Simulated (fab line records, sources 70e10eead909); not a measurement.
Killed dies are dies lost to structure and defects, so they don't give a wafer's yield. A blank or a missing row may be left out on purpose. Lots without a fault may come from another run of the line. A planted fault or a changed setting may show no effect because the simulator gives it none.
Chamber matching | flow nand_harc | NHARC_A_STAIRCASE_DESCUM_443 on rie_diel-13: 4 sister chambers
The step chemistry O2, time 3 s. 4 wafers are shown with their chamber, then 11 later ones without.

WAFERS WITH THEIR CHAMBER
wafer  | chamber | drypump_motor_current_A (A)
L083.2 | 3       | 5.2
L084.3 | 0       | 6.3
L084.5 | 2       | 5.2
L085.1 | 1       | 5.3

WAFERS WITHOUT THEIR CHAMBER
wafer  | drypump_motor_current_A (A)
L085.2 | 5.2
L085.5 | 6.4
L090.3 | 5.3
L090.5 | 5.2
L090.6 | 5.3
L093.2 | 5.2
L093.5 | 6.4
L093.6 | 5.2
L096.3 | 5.2
L096.4 | 5.3
L096.6 | 5.3

WHICH CHAMBER EACH WENT THROUGH
wafer  | from the rows above     | in truth
L085.2 | can't be placed: 2 or 3 | 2
L085.5 | 0                       | 0
L090.3 | 1                       | 1
L090.5 | can't be placed: 2 or 3 | 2
L090.6 | 1                       | 1
L093.2 | can't be placed: 2 or 3 | 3
L093.5 | 0                       | 0
L093.6 | can't be placed: 2 or 3 | 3
L096.3 | can't be placed: 2 or 3 | 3
L096.4 | 1                       | 1
L096.6 | 1                       | 1
Placed correctly: 6 of 11. Can't be placed from these rows: 5 (the true chamber is among the candidates in 5). Placed wrongly: 0.
How it was worked out, from the rows above alone: a wafer's distance from a chamber is the root of the sum, over the readings, of the square of ((its reading less the chamber's mean) divided by the reading's scatter). The wafer belongs to the nearest chamber; if the next one is less than 2 further off, it can't be placed. A chamber's mean is the mean of its shown wafers. The scatter: with one shown wafer a chamber, the root of the mean of the squares of how far each hidden wafer lies from its nearest shown one.
